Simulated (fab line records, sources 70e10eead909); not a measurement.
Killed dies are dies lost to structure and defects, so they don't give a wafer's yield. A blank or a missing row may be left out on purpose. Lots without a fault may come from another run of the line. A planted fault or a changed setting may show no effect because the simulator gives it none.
fab line records | flow nand_harc
record lots=7 wafers=21 last_day=24
route steps=1159 shown P_CONTACT@236 END@1159
lots that met no fault: from a run of the same line without faults
start_h: hours from the record's first day to the start of the lot's first wafer shown | wait_h: hours since the lot's step before | " the same as in the row above | L1.1+2: a row that stands for several wafers | - no value, or no start given | * or withheld: withheld | < > ~ a bound
route shown NAME@n: a module of which the file shows steps, and the number in the route of the first | usual: mean/standard deviation of fault-free wafers | same: alike in all rows | chamber/n: place in a boat | sites: the reading at each site | _std_site: their standard deviation | _edge_site: outer sites' mean less inner sites' | radius_mm: how far each site lies from the wafer's centre | mask NAME#n: copy n | behind: the tool/chamber that last shaped the wafer | hold: why the lot was held/for how many hours/how that ended | device: the transistor (n, p or np) that didn't switch | end of line: the same wafers' tests at the end of the route | a step without rows: its recipe alone | killed: dies lost to structure and defects at the first sort, not the wafer's yield | map: a wafer's dies, x killed, . not, _ none there
set.NAME: the setting as run; set.NAME@STEP: as run at that earlier step | model.NAME: the simulator's own value behind a step, which no gauge read
lots at some steps of the route; a table a step, a row a wafer
services: from which hour (start_h, from the record's first day; less than 0 if before it) a tool's chamber was out of use, for how many hours, and why
## steps
# step NHARC_P_CONTACT_ETCH_35
# recipe target_depth_a=390 over_etch_frac=0.3 time_s=65 ion_energy_ev=80 cf4_flow_sccm=150 ar_flow_sccm=0 rf_w=300 bias_w=100 chemistry=CF4
# usual drypump_motor_current_A=5.85/0.28 oes_product_au=0.995/0.013 rf_fwd_power_W=297.3/1.1 rf_vpp_V=151.0/1.1 showerhead_plenum_p_Torr=1.75/0.066 throttle_valve_pct=13.284/0.0099
# columns lot.wafer tool chamber start_h wait_h drypump_motor_current_A oes_product_au rf_fwd_power_W rf_hours_counter_h rf_vpp_V showerhead_plenum_p_Torr throttle_valve_pct
L416.3 rie_diel-07 0 123.70 0.1 5.86 0.976 298.1 8 149.8 1.66 13.279
L416.4 " 2 " " 6.08 0.980 297.5 8 150.1 1.68 13.299
L416.1 " 3 " " 5.52 1.016 295.9 9 149.4 1.77 13.296
L425.3 rie_diel-07 1 186.23 0.1 5.85 0.982 298.4 14 153.2 1.86 13.296
L425.2 " 0 " " 5.86 0.987 296.3 14 150.2 1.65 13.288
L425.5 " 1 " " 5.87 0.982 298.4 - 153.5 1.86 13.291
L428.2 rie_diel-03 0 191.49 0.1 5.36 0.982 295.1 13 150.7 1.72 13.273
L428.3 " 1 " " 5.98 0.998 296.1 13 151.2 1.72 13.284
L428.6 " 2 " " 5.87 1.001 297.8 - 151.7 1.80 13.283
L430.3 rie_diel-07 3 205.97 0.1 5.50 1.011 296.2 16 149.6 1.76 13.292
L430.2 " 1 " " 5.89 0.985 299.0 15 152.6 1.86 13.282
L430.5 " 2 " " 6.07 0.982 296.8 - 150.6 1.68 13.295
L429.2 rie_diel-03 3 206.60 0.1 6.04 1.005 295.6 14 152.3 1.78 13.314
L429.4 " 0 " " 5.36 0.981 297.4 15 150.9 1.72 13.285
L429.5 " 3 " " 6.07 1.003 296.5 - 153.1 1.78 13.267
L432.4 rie_diel-07 1 217.63 0.1 5.88 0.999 297.8 17 153.2 1.86 13.270
L432.3 " 0 " " 5.82 0.992 298.5 17 149.8 1.65 13.286
L432.5 " 2 " " 6.09 0.987 299.5 - 149.1 1.68 13.290
L435.1 rie_diel-03 3 232.95 0.1 6.07 1.012 298.1 0 151.1 1.78 13.297
L435.2 " 1 " " 5.96 0.990 297.5 0 150.0 1.72 13.311
L435.6 " 3 " " 6.06 1.018 298.9 - 151.6 1.78 13.281
# step NHARC_P_CONTACT_ETCH_36
# recipe target_depth_a=2600 over_etch_frac=0.25 time_s=406.25 ion_energy_ev=200 n2_flow_sccm=150 h2_flow_sccm=150 ar_flow_sccm=0 rf_w=400 bias_w=150 chemistry=N2/H2
# usual drypump_motor_current_A=5.84/0.29 oes_product_au=0.997/0.014 rf_fwd_power_W=399.1/1.3 rf_vpp_V=429.7/2.3 showerhead_plenum_p_Torr=2.01/0.081 throttle_valve_pct=14.171/0.009
# columns lot.wafer tool chamber start_h wait_h drypump_motor_current_A oes_product_au rf_fwd_power_W rf_hours_counter_h rf_vpp_V showerhead_plenum_p_Torr throttle_valve_pct
L416.3 rie_diel-07 3 - - 5.53 1.024 400.9 9 430.5 2.04 14.166
L416.1 " 0 " " 5.83 0.979 396.3 8 426.3 1.89 14.173
L416.4 " 2 " " 6.09 0.977 398.6 8 427.4 1.93 14.195
L425.2 rie_diel-07 3 - - 5.49 1.019 397.3 15 429.9 2.03 14.190
L425.3 " 0 " " 5.87 0.981 398.4 15 427.6 1.89 14.169
L425.5 " 1 " " 5.87 0.996 397.4 - 433.6 2.16 14.177
L428.2 rie_diel-03 0 - - 5.39 0.987 399.5 14 429.2 1.98 14.174
L428.3 " 1 " " 5.97 0.995 400.2 13 428.8 1.97 14.171
L428.6 " 2 " " 5.88 0.999 398.5 - 432.5 2.07 14.157
L430.2 rie_diel-07 2 - - 6.08 0.997 401.9 14 428.0 1.93 14.185
L430.3 " 3 " " 5.49 1.011 399.0 17 430.1 2.03 14.171
L430.5 " 3 " " 5.53 1.016 399.4 - 430.5 2.03 14.179
L429.2 rie_diel-03 1 - - 5.99 0.992 400.6 15 429.4 1.97 14.174
L429.4 " 2 " " 5.88 0.999 398.9 13 431.3 2.07 14.159
L429.5 " 3 " " 6.07 1.014 396.7 - 431.9 2.05 14.169
L432.3 rie_diel-07 3 - - 5.50 1.019 400.5 19 431.2 2.03 14.171
L432.4 " 0 " " 5.85 0.993 401.6 18 425.8 1.89 14.160
L432.5 " 3 " " 5.48 1.017 399.0 - 430.5 2.03 14.171
L435.1 rie_diel-03 3 - - 6.07 1.005 399.7 0 430.7 2.05 14.165
L435.2 " 2 " " 5.88 0.998 398.4 0 432.1 2.07 14.157
L435.6 " 0 " " 5.40 0.990 400.3 - 429.8 1.98 14.186
# step NHARC_P_CONTACT_ETCH_18
# recipe target_depth_a=4810 time_s=240.5 c4f8_flow_sccm=20 o2_flow_sccm=10 ar_flow_sccm=withheld rf_w=600 bias_w=1500 chemistry=C4F8/O2/Ar
# step NHARC_P_CONTACT_STRIP_37
# recipe c4f8_flow_sccm=withheld o2_flow_sccm=8 ar_flow_sccm=withheld bias_w=0 chemistry=C4F8/O2/Ar
# step NHARC_P_CONTACT_ETCH_31
# recipe target_depth_a=300 time_s=85.7 ion_energy_ev=120 over_etch_frac=1 ch3f_flow_sccm=50 o2_flow_sccm=30 ar_flow_sccm=200 rf_w=500 bias_w=100 chemistry=CH3F/O2
# usual drypump_motor_current_A=5.84/0.25 oes_product_au=0.977/0.013 rf_fwd_power_W=496.3/1.8 rf_vpp_V=243.9/1.6 showerhead_plenum_p_Torr=2.43/0.095 throttle_valve_pct=20.662/0.0093
# columns lot.wafer tool chamber start_h wait_h drypump_motor_current_A oes_product_au rf_fwd_power_W rf_hours_counter_h rf_vpp_V showerhead_plenum_p_Torr throttle_valve_pct
L416.3 rie_diel-07 1 - - 5.90 0.981 495.8 9 247.5 2.60 20.664
L416.1 " 2 " " 6.04 0.975 495.5 8 243.3 2.33 20.663
L416.4 " 3 " " 5.51 1.003 497.0 9 243.5 2.45 20.660
L425.3 rie_diel-07 0 - - 5.85 0.979 495.3 15 241.5 2.29 20.658
L425.2 " 3 " " 5.49 1.007 496.4 16 245.4 2.45 20.648
L425.5 " 0 " " 5.85 0.970 495.8 - 240.7 2.29 20.675
L428.2 rie_diel-03 2 - - 5.89 0.978 495.5 12 244.5 2.50 20.655
L428.3 " 1 " " 5.99 0.972 495.8 14 244.4 2.38 20.668
L428.6 " 2 " " 5.91 0.979 495.4 - 245.6 2.50 20.667
L430.2 rie_diel-07 0 - - 5.86 0.971 497.3 16 241.3 2.29 20.648
L430.3 " 1 " " 5.88 0.963 498.8 16 247.2 2.59 20.664
L430.5 " 0 " " 5.84 0.960 494.2 - 242.7 2.29 20.652
L429.4 rie_diel-03 2 - - 5.89 0.980 496.3 13 243.4 2.50 20.662
L429.2 " 1 " " 6.01 0.979 495.6 15 243.7 2.38 20.663
L429.5 " 2 " " 5.89 0.989 495.3 - 244.6 2.50 20.665
L432.4 rie_diel-07 1 - - 5.85 0.973 496.7 17 246.5 2.59 20.662
L432.3 " 2 " " 6.10 0.976 500.1 16 241.6 2.33 20.677
L432.5 " 0 " " 5.87 0.965 495.3 - 242.0 2.29 20.684
L435.2 rie_diel-03 2 - - 5.87 0.977 495.7 1 244.2 2.50 20.660
L435.1 " 3 " " 6.06 0.998 497.5 1 244.0 2.47 20.653
L435.6 " 2 " " 5.88 0.972 495.2 - 245.3 2.50 20.662
# step NHARC_P_CONTACT_CD_MEAS_19
# usual cd_nm=90.5/2.8
# columns lot.wafer tool chamber start_h wait_h cd_nm
L416.1 cd_sem-03 - 124.49 - 94.2
L416.3 " - " " 91.8
L416.4 " - " " 86.5
L425.2 cd_sem-01 - 187.11 - 90.8
L425.3 " - " " 94.3
L425.5 " - " " 88.0
L428.2 cd_sem-02 - 192.27 - 91.0
L428.3 " - " " 86.5
L428.6 " - " " 88.5
L430.2 cd_sem-03 - 206.75 - 87.9
L430.3 " - " " 89.3
L430.5 " - " " 90.6
L429.2 cd_sem-01 - 207.39 - 83.5
L429.4 " - " " 86.8
L429.5 " - " " 86.8
L432.3 cd_sem-02 - 218.42 - 94.8
L432.4 " - " " 94.5
L432.5 " - " " 94.1
L435.1 cd_sem-02 - 233.74 - 89.1
L435.2 " - " " 92.2
L435.6 " - " " 90.1
# step NHARC_P_CONTACT_STRIP_28
# recipe o2_flow_sccm=500 ar_flow_sccm=0 bias_w=0 chemistry=O2
# usual drypump_motor_current_A=5.86/0.3 oes_product_au=0.994/0.013 rf_vpp_V=57.9/0.85 showerhead_plenum_p_Torr=3.48/0.12 throttle_valve_pct=17.036/0.0099
# columns lot.wafer tool chamber start_h wait_h drypump_motor_current_A oes_product_au rf_hours_counter_h rf_vpp_V showerhead_plenum_p_Torr throttle_valve_pct
L416.1 rie_diel-07 2 124.57 0.1 6.08 0.988 8 56.0 3.36 17.044
L416.4 " 3 " " 5.52 1.018 9 57.3 3.52 17.036
L416.3 " 0 " " 5.84 0.980 9 57.5 3.30 17.038
L425.2 rie_diel-03 2 187.19 0.1 5.89 0.999 11 59.5 3.58 17.035
L425.3 " 0 " " 5.40 0.976 13 57.2 3.43 17.058
L425.5 " 1 " " 5.97 1.002 - 57.4 3.42 17.052
L428.3 rie_diel-07 2 192.36 0.1 6.08 0.983 14 57.6 3.35 17.030
L428.2 " 0 " " 5.87 0.982 15 57.4 3.30 17.043
L428.6 " 1 " " 5.86 0.986 - 59.1 3.71 17.031
L430.3 rie_diel-03 0 206.87 0.1 5.35 0.969 15 57.9 3.43 17.025
L430.2 " 1 " " 5.98 0.988 15 57.7 3.42 17.035
L430.5 " 1 " " 5.97 0.990 - 58.6 3.42 17.042
L429.2 rie_diel-07 1 207.49 0.1 5.86 0.991 16 58.9 3.72 17.025
L429.4 " 2 " " 6.06 0.995 15 57.7 3.35 17.029
L429.5 " 0 " " 5.85 0.984 - 56.7 3.30 17.041
L432.4 rie_diel-07 1 218.51 0.1 5.87 0.998 17 58.7 3.71 17.044
L432.3 " 2 " " 6.10 1.001 16 57.9 3.35 17.037
L432.5 " 0 " " 5.83 0.999 - 57.4 3.29 17.030
L435.2 rie_diel-01 0 233.83 0.1 6.59 0.995 34 57.5 3.45 17.034
L435.1 " 1 " " 5.77 1.009 33 57.9 3.63 17.050
L435.6 " 3 " " 5.49 0.987 - 59.1 3.34 17.033
# step NHARC_P_CONTACT_STRIP_29
# recipe time_s=1200 temp_c=72.5 chemistry=post_etch_residue_remover
# step NHARC_P_CONTACT_DEGAS_38
# recipe temp_c=300 time_s=60
# step NHARC_P_CONTACT_PRE_CLEAN_39
# recipe time_s=19.5 bias_v=250 gas=Ar
# step NHARC_P_CONTACT_PVD_32
# recipe target_thk_a=50 chamber_pressure_pa=5 power_w=5000 substrate_temp_c=200 time_s=17.7 material=Ti
# step NHARC_P_CONTACT_ALD_22
# recipe target_thk_a=30 pulse_time_s=1 ald_cycles=150 temp_c=450 material=TiN
# usual heater_power_w=1051/110 precursor_pulse_height_rel=0.999/0.019
# columns lot.wafer tool chamber start_h wait_h heater_power_w precursor_pulse_height_rel
L416.3 ald_metal-02 0 125.89 - 952 0.991
L416.1 " 2 " " 1223 1.025
L416.4 " 0 " " 980 1.010
L425.2 ald_metal-01 3 188.05 - 1137 1.000
L425.3 " 0 " " 1204 1.017
L425.5 " 3 " " 1114 1.013
L428.2 ald_metal-01 2 193.24 - 978 0.973
L428.3 " 3 " " 1135 1.003
L428.6 " 1 " " 1081 0.999
L430.3 ald_metal-02 1 207.79 - 1049 1.014
L430.2 " 3 " " 916 0.986
L430.5 " 1 " " 1104 1.013
L429.4 ald_metal-01 2 208.44 - 938 1.028
L429.2 " 3 " " 1128 1.009
L429.5 " 0 " " 1204 0.998
L432.3 ald_metal-04 0 219.38 - 989 1.008
L432.4 " 3 " " 1015 0.976
L432.5 " 0 " " 995 1.045
L435.1 ald_metal-02 1 234.71 - 1066 1.017
L435.2 " 3 " " 941 0.990
L435.6 " 1 " " 1105 1.008
# step NHARC_P_CONTACT_CVD_23
# recipe target_thk_a=2000 temp_c=300 pressure_torr=40 wf6_flow_sccm=40 h2_flow_sccm=1600 ar_flow_sccm=1560 time_s=557 material=W
# usual chamber_pressure_Torr=40.00/0.085 heater_power_outer_w=289/43 heater_power_w=505/67 mfc_h2_sccm=1600/5.1 throttle_valve_pct=7.9/0.41
# columns lot.wafer tool chamber start_h wait_h chamber_pressure_Torr heater_power_outer_w heater_power_w mfc_h2_sccm throttle_valve_pct
L416.1 cvd_w-01 1 131.43 - 40.05 297 543 1602 8.5
L416.3 " 1 " " 39.94 296 538 1601 8.4
L416.4 " 0 " " 40.07 314 497 1598 8.0
L425.2 cvd_w-02 0 192.42 - - - - - -
L425.3 " 1 " " - - - - -
L425.5 " 0 " " - - - - -
L428.2 cvd_w-01 1 195.43 - - - - - -
L428.3 " 1 " " - - - - -
L428.6 " 0 " " - - - - -
L430.2 cvd_w-01 1 210.30 - 40.12 291 531 1602 8.5
L430.3 " 1 " " 39.90 298 537 1595 8.2
L430.5 " 1 " " 39.93 301 542 1596 8.4
L429.2 cvd_w-01 1 210.84 - - - - - -
L429.4 " 0 " " - - - - -
L429.5 " 0 " " - - - - -
L432.4 cvd_w-01 0 220.14 - 39.99 312 506 1606 7.7
L432.3 " 1 " " 39.97 299 531 1596 8.5
L432.5 " 1 " " 39.95 294 553 1603 8.3
L435.2 cvd_w-01 0 234.89 - 39.99 309 491 1611 7.8
L435.1 " 1 " " 39.94 307 547 1599 8.4
L435.6 " 1 " " 39.90 301 539 1596 8.4
# step NHARC_P_CONTACT_CMP_24
# recipe t_overpolish_s=30 target_thk_nm=200
# usual motor_current_A=12.1/1.1 overpolish_run_s=30.000/0.0088 time_to_endpoint_s=38/3.9
# columns lot.wafer tool chamber start_h wait_h motor_current_A overpolish_run_s time_to_endpoint_s
L416.3 cmp-04 2 132.08 0.4 14.4 30.002 33
L416.1 " 0 " " 10.9 29.998 30
L416.4 " 1 " " 13.6 29.998 35
L425.3 cmp-04 3 192.99 0.4 11.2 30.027 0
L425.2 " 2 " " 13.5 29.991 0
L425.5 " 3 " " 11.9 30.000 2
L428.2 cmp-04 2 196.10 0.6 13.4 29.996 0
L428.3 " 0 " " 11.3 29.983 0
L428.6 " 3 " " 12.1 30.007 0
L430.2 cmp-04 3 210.87 0.5 11.5 29.994 36
L430.3 " 2 " " 13.8 30.000 35
L430.5 " 3 " " 12.0 29.999 38
L429.4 cmp-02 1 211.40 0.4 11.7 30.000 2
L429.2 " 3 " " 14.3 29.994 0
L429.5 " 2 " " 12.2 30.004 0
L432.3 cmp-04 3 220.62 0.3 12.1 30.004 32
L432.4 " 1 " " 13.3 30.007 36
L432.5 " 0 " " 10.9 29.998 34
L435.1 cmp-01 1 235.57 0.5 12.2 29.998 40
L435.2 " 2 " " 12.2 30.013 34
L435.6 " 1 " " 12.0 30.003 40
# step NHARC_END_SORT_01
# recipe temp_c=25
# usual killed_at_array=26/9.1 killed_at_other=0.7/0.9 killed_at_periphery=3.6/2.8 killed_dies=30/9.2 killed_open=3.0/1.9 killed_short=2.0/1.4
# same gross_dies=677
# columns lot.wafer tool chamber start_h wait_h killed_at_array killed_at_other killed_at_periphery killed_dies killed_open killed_short
L416.1 prober-01 0 467.98 2.5 24 0 2 26 4 2
L416.3 prober-01 0 469.57 3.1 27 1 5 33 4 5
L416.4 prober-01 0 470.37 3.4 22 0 5 27 5 1
L428.2 prober-01 0 513.17 2.8 32 2 643 677 2 1
L428.3 prober-01 0 513.97 3.1 25 1 651 677 3 2
L428.6 prober-01 0 516.36 4.0 43 2 632 677 3 5
L425.2 prober-02 0 538.17 2.8 49 0 628 677 4 5
L425.3 prober-02 0 538.97 3.1 49 1 627 677 1 2
L425.5 prober-02 0 540.58 3.7 45 1 631 677 4 3
L429.2 prober-01 0 562.55 2.8 27 2 648 677 3 2
L429.4 prober-01 0 564.17 3.4 34 0 643 677 6 3
L429.5 prober-01 0 564.98 3.7 23 1 653 677 6 3
L435.1 prober-01 0 569.62 2.5 16 2 1 19 2 1
L435.2 prober-01 0 570.44 2.8 16 2 3 21 3 3
L435.6 prober-01 0 573.70 4.1 23 0 4 27 5 1
# killed by level:class
L416.1 A_CHANNEL_HOLE_D1:chamber_film_flake=13 A_M0:geometric_particle:open=3 A_STAIRCASE:chamber_film_flake=3 A_WL_FILL:geometric_particle:short=2 A_BONDPAD:chamber_film_flake=2 P_M2:geometric_particle:open=1 P_BONDPAD:chamber_film_flake=1 A_CONTACT:chamber_film_flake=1
L416.3 A_CHANNEL_HOLE_D1:chamber_film_flake=12 A_WL_FILL:geometric_particle:short=3 P_GATE:chamber_film_flake=3 A_STAIRCASE:chamber_film_flake=3 A_M0:geometric_particle:open=2 A_CONTACT:chamber_film_flake=2 P_CONTACT:geometric_particle:open=1 A_WL_FILL:geometric_particle:open=1
L416.4 A_CHANNEL_HOLE_D1:chamber_film_flake=16 A_STAIRCASE:chamber_film_flake=3 P_GATE:geometric_particle:open=1 P_CONTACT:geometric_particle:open=1 P_M0:geometric_particle:open=1 A_CHANNEL_FILL_D1:geometric_particle:short=1 A_CONTACT:geometric_particle:open=1 A_M0:geometric_particle:open=1
L428.2 P_CONTACT:area_cvd=640 A_SLIT:chamber_film_flake=14 A_CHANNEL_HOLE_D1:chamber_film_flake=9 A_CONTACT:chamber_film_flake=4 A_STAIRCASE:chamber_film_flake=3 THIN_TSV:chamber_film_flake=2 P_GATE:geometric_particle:open=1 P_M0:geometric_particle:short=1
L428.3 P_CONTACT:area_cvd=648 A_SLIT:chamber_film_flake=14 A_STAIRCASE:chamber_film_flake=3 A_CONTACT:chamber_film_flake=3 A_CHANNEL_HOLE_D1:chamber_film_flake=2 P_M0:geometric_particle:open=1 A_ONON_D1:geometric_particle:open=1 A_CHANNEL_HOLE_D1:geometric_particle:open=1
L428.6 P_CONTACT:area_cvd=629 A_SLIT:chamber_film_flake=16 A_CHANNEL_HOLE_D1:chamber_film_flake=8 A_STAIRCASE:chamber_film_flake=6 A_CONTACT:chamber_film_flake=3 A_CHANNEL_FILL_D1:geometric_particle:short=2 A_CONTACT:geometric_particle:short=2 A_WL_FILL:chamber_film_flake=2
L425.2 P_CONTACT:area_cvd=625 A_CHANNEL_HOLE_D1:chamber_film_flake=22 A_SLIT:chamber_film_flake=10 A_STAIRCASE:chamber_film_flake=4 A_CONTACT:chamber_film_flake=3 P_M0:geometric_particle:open=2 A_WL_FILL:geometric_particle:short=2 A_SOURCE_PLATE:geometric_particle:open=1
L425.3 P_CONTACT:area_cvd=625 A_CHANNEL_HOLE_D1:chamber_film_flake=29 A_SLIT:chamber_film_flake=9 A_CONTACT:chamber_film_flake=6 A_STAIRCASE:chamber_film_flake=2 P_CONTACT:geometric_particle:short=1 A_CHANNEL_FILL_D1:geometric_particle:short=1 A_M1:geometric_particle:open=1
L425.5 P_CONTACT:area_cvd=630 A_SLIT:chamber_film_flake=16 A_CHANNEL_HOLE_D1:chamber_film_flake=12 A_CONTACT:chamber_film_flake=3 A_WL_FILL:geometric_particle:short=2 A_ZERO_WELL:chamber_film_flake=2 A_SGD_CUT:chamber_film_flake=2 A_WL_FILL:chamber_film_flake=2
L429.2 P_CONTACT:area_cvd=643 A_CHANNEL_HOLE_D1:chamber_film_flake=16 A_CONTACT:chamber_film_flake=5 P_M1:chamber_film_flake=3 P_CONTACT:geometric_particle:open=1 A_STAIRCASE:geometric_particle:open=1 A_WL_FILL:geometric_particle:open=1 A_M0:geometric_particle:short=1
L429.4 P_CONTACT:area_cvd=636 A_CHANNEL_HOLE_D1:chamber_film_flake=18 A_CONTACT:chamber_film_flake=8 P_GATE:geometric_particle:short=2 P_CONTACT:geometric_particle:open=2 P_BONDPAD:chamber_film_flake=2 A_SGD_CUT:geometric_particle:short=1 A_SGD_CUT:geometric_particle:open=1
L429.5 P_CONTACT:area_cvd=646 A_CHANNEL_HOLE_D1:chamber_film_flake=14 P_BONDPAD:chamber_film_flake=4 A_CONTACT:chamber_film_flake=3 P_M0:geometric_particle:open=2 A_ONON_D1:geometric_particle:open=2 P_M0:geometric_particle:short=1 A_SGD_CUT:geometric_particle:short=1
L435.1 A_CHANNEL_HOLE_D1:chamber_film_flake=4 A_CONTACT:chamber_film_flake=4 A_CHANNEL_FILL_D1:chamber_film_flake=2 THIN_TSV:chamber_film_flake=2 A_CHANNEL_HOLE_D1:geometric_particle:open=1 A_SGD_CUT:geometric_particle:short=1 A_M0:geometric_particle:open=1 P_CONTACT:chamber_film_flake=1
L435.2 A_CHANNEL_HOLE_D1:chamber_film_flake=7 A_ZERO_WELL:chamber_film_flake=2 THIN_TSV:chamber_film_flake=2 A_SLIT:chamber_film_flake=2 A_CONTACT:chamber_film_flake=2 P_GATE:geometric_particle:open=1 P_CONTACT:geometric_particle:open=1 P_M2:geometric_particle:open=1
L435.6 A_CHANNEL_HOLE_D1:chamber_film_flake=12 A_CONTACT:chamber_film_flake=4 A_CHANNEL_FILL_D1:chamber_film_flake=3 P_GATE:geometric_particle:open=1 P_M0:geometric_particle:open=1 P_M1:geometric_particle:open=1 A_WL_FILL:geometric_particle:open=1 A_CONTACT:geometric_particle:open=1
# map L425.2 (x killed, . not)
____________x____________
_________xxxxxxx_________
_______xxxxxxxxxxx_______
______xxxxxxxxxxxxx______
_____xxxxxxxxxxxxxxx_____
____xxxxxxxxxxxxxxxxx____
____xxxxxxxxxxxxxxxxx____
___xxxxxxxxxxxxxxxxxxx___
___xxxxxxxxxxxxxxxxxxx___
__xxxxxxxxxxxxxxxxxxxxx__
__xxxxxxxxxxxxxxxxxxxxx__
_xxxxxxxxxxxxxxxxxxxxxxx_
_xxxxxxxxxxxxxxxxxxxxxxx_
_xxxxxxxxxxxxxxxxxxxxxxx_
_xxxxxxxxxxxxxxxxxxxxxxx_
_xxxxxxxxxxxxxxxxxxxxxxx_
xxxxxxxxxxxxxxxxxxxxxxxxx
xxxxxxxxxxxxxxxxxxxxxxxxx
xxxxxxxxxxxxxxxxxxxxxxxxx
xxxxxxxxxxxxxxxxxxxxxxxxx
xxxxxxxxxxxxxxxxxxxxxxxxx
_xxxxxxxxxxxxxxxxxxxxxxx_
_xxxxxxxxxxxxxxxxxxxxxxx_
_xxxxxxxxxxxxxxxxxxxxxxx_
_xxxxxxxxxxxxxxxxxxxxxxx_
_xxxxxxxxxxxxxxxxxxxxxxx_
__xxxxxxxxxxxxxxxxxxxxx__
__xxxxxxxxxxxxxxxxxxxxx__
___xxxxxxxxxxxxxxxxxxx___
___xxxxxxxxxxxxxxxxxxx___
____xxxxxxxxxxxxxxxxx____
____xxxxxxxxxxxxxxxxx____
_____xxxxxxxxxxxxxxx_____
______xxxxxxxxxxxxx______
_______xxxxxxxxxxx_______
_________xxxxxxx_________
____________x____________
# map L428.2 (x killed, . not)
____________x____________
_________xxxxxxx_________
_______xxxxxxxxxxx_______
______xxxxxxxxxxxxx______
_____xxxxxxxxxxxxxxx_____
____xxxxxxxxxxxxxxxxx____
____xxxxxxxxxxxxxxxxx____
___xxxxxxxxxxxxxxxxxxx___
___xxxxxxxxxxxxxxxxxxx___
__xxxxxxxxxxxxxxxxxxxxx__
__xxxxxxxxxxxxxxxxxxxxx__
_xxxxxxxxxxxxxxxxxxxxxxx_
_xxxxxxxxxxxxxxxxxxxxxxx_
_xxxxxxxxxxxxxxxxxxxxxxx_
_xxxxxxxxxxxxxxxxxxxxxxx_
_xxxxxxxxxxxxxxxxxxxxxxx_
xxxxxxxxxxxxxxxxxxxxxxxxx
xxxxxxxxxxxxxxxxxxxxxxxxx
xxxxxxxxxxxxxxxxxxxxxxxxx
xxxxxxxxxxxxxxxxxxxxxxxxx
xxxxxxxxxxxxxxxxxxxxxxxxx
_xxxxxxxxxxxxxxxxxxxxxxx_
_xxxxxxxxxxxxxxxxxxxxxxx_
_xxxxxxxxxxxxxxxxxxxxxxx_
_xxxxxxxxxxxxxxxxxxxxxxx_
_xxxxxxxxxxxxxxxxxxxxxxx_
__xxxxxxxxxxxxxxxxxxxxx__
__xxxxxxxxxxxxxxxxxxxxx__
___xxxxxxxxxxxxxxxxxxx___
___xxxxxxxxxxxxxxxxxxx___
____xxxxxxxxxxxxxxxxx____
____xxxxxxxxxxxxxxxxx____
_____xxxxxxxxxxxxxxx_____
______xxxxxxxxxxxxx______
_______xxxxxxxxxxx_______
_________xxxxxxx_________
____________x____________
## services
# columns tool chamber start_h hours kind
ald_metal-01 - 102.00 10.0 pm
cmp-04 - 105.00 4.0 pm
rie_diel-03 2 105.56 2.8 repair
ald_metal-02 1 107.62 26.8 repair
rie_diel-01 2 109.13 8.1 repair
cvd_w-01 - 111.00 13.0 pm
cmp-04 - 125.14 0.7 repair
rie_diel-07 2 125.49 5.3 repair
rie_diel-03 2 127.68 7.1 repair
cmp-02 - 128.50 4.0 pm
rie_diel-01 - 137.95 9.0 pm
cmp-04 - 141.47 1.0 repair
cmp-02 - 146.67 3.4 repair
cmp-04 - 148.04 2.2 repair
rie_diel-03 2 155.35 11.9 repair
cmp-01 - 165.91 3.8 repair
cmp-01 - 179.50 4.0 pm
rie_diel-07 - 182.65 0.2 repair
ald_metal-02 - 186.00 10.0 pm
rie_diel-03 3 198.12 6.9 repair
cmp-04 - 201.08 4.0 repair
cmp-04 - 212.70 1.4 repair
rie_diel-03 - 215.31 9.0 pm
rie_diel-07 - 228.20 9.0 pm
## key
first_sign step=NHARC_P_CONTACT_CVD_23 reading=tool_record direction=missing
effect step=NHARC_P_CONTACT_CMP_24 reading=time_to_endpoint_s direction=down sigmas=9.6 usual=* struck=* through=*
effect step=NHARC_END_SORT_01 reading=killed_at_periphery direction=up sigmas=99+ usual=3.6 struck=639.6
more_kills_born_at NHARC_P_CONTACT_CVD_23@cvd_w-01=3842 NHARC_P_CONTACT_CVD_23@cvd_w-02=1880
met_at NHARC_P_CONTACT_CVD_23
struck_wafers L425.2,L425.3,L425.5,L428.2,L428.3,L428.6,L429.2,L429.4,L429.5
later_rows_left_out L425.2,L425.3,L425.5,L428.2,L428.3,L428.6,L429.2,L429.4,L429.5
tester_left_out L425,L428,L429
loop_trim step=NHARC_P_CONTACT_EXPOSE_09 setting=dose lots=L425,L428
onset_between 131.43 192.42
fault kind=skipped_step_whole tool=cvd_w-01,cvd_w-02 chamber=- onset_h=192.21 steps=NHARC_P_CONTACT_CVD_23 scope=struck_lots_only
# tester_left_out: of these lots the tester's yield and bins aren't shown, on N5 and GAA mostly nor the transistor test; their killed dies are dies lost to structure and defects alone, not to doping, threshold or leakage, so they don't give the yield
# later_rows_left_out: the simulator's readings of these wafers behind a module that went badly wrong aren't trusted and aren't shown, but for the sort
# loop_trim: a control loop set the setting to another value than it would have without faults
